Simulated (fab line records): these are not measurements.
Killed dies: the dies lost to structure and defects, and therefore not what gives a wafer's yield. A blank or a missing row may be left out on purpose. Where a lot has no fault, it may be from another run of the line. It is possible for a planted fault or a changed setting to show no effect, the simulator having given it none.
Matching of chambers || flow n5Finfet || N5_BEOL_M3_ALD_98 on aldSin-01 has 4 sister chambers
The step deposits SiO2, target thk 2.5 nm, pulse time 1 s, co reactant pulse time 1 s. 4 wafers are shown with their chamber, then 8 later ones without.

== EACH WAFER AND ITS CHAMBER ==
{"wafer": "L082.6", "chamber": 2, "heaterPowerW (W)": 72}
{"wafer": "L088.3", "chamber": 0, "heaterPowerW (W)": 68}
{"wafer": "L088.6", "chamber": 1, "heaterPowerW (W)": 77}
{"wafer": "L087.2", "chamber": 3, "heaterPowerW (W)": 75}

== WAFERS WHOSE CHAMBER IS MISSING ==
{"wafer": "L087.4", "heaterPowerW (W)": 79}
{"wafer": "L087.5", "heaterPowerW (W)": 75}
{"wafer": "L085.3", "heaterPowerW (W)": 78}
{"wafer": "L085.4", "heaterPowerW (W)": 67}
{"wafer": "L085.5", "heaterPowerW (W)": 67}
{"wafer": "L089.1", "heaterPowerW (W)": 67}
{"wafer": "L089.3", "heaterPowerW (W)": 80}
{"wafer": "L089.4", "heaterPowerW (W)": 74}

== WHICH CHAMBER EACH WENT THROUGH ==
{"wafer": "L087.4", "from the rows above": "can't be placed: 1 or 3", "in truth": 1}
{"wafer": "L087.5", "from the rows above": "can't be placed: 3 or 1", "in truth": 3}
{"wafer": "L085.3", "from the rows above": "can't be placed: 1 or 3", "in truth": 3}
{"wafer": "L085.4", "from the rows above": 0, "in truth": 0}
{"wafer": "L085.5", "from the rows above": 0, "in truth": 0}
{"wafer": "L089.1", "from the rows above": 0, "in truth": 0}
{"wafer": "L089.3", "from the rows above": "can't be placed: 1 or 3", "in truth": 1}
{"wafer": "L089.4", "from the rows above": "can't be placed: 3 or 2 or 1", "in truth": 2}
Correctly placed: 3 of 8. Not placeable from these rows: 5 (in 5, the candidates include the true chamber). Wrongly placed: 0.
How it was worked out, from the rows above alone: a wafer's distance from a chamber is the root of the sum, over the readings, of the square of ((its reading less the chamber's mean) divided by the reading's scatter). The wafer belongs to the nearest chamber; if the next one is less than 2 further off, it can't be placed. The mean given for a chamber averages the wafers shown for that chamber. The scatter: root of mean squared gap, hidden wafer to nearest shown wafer, with one shown wafer a chamber.
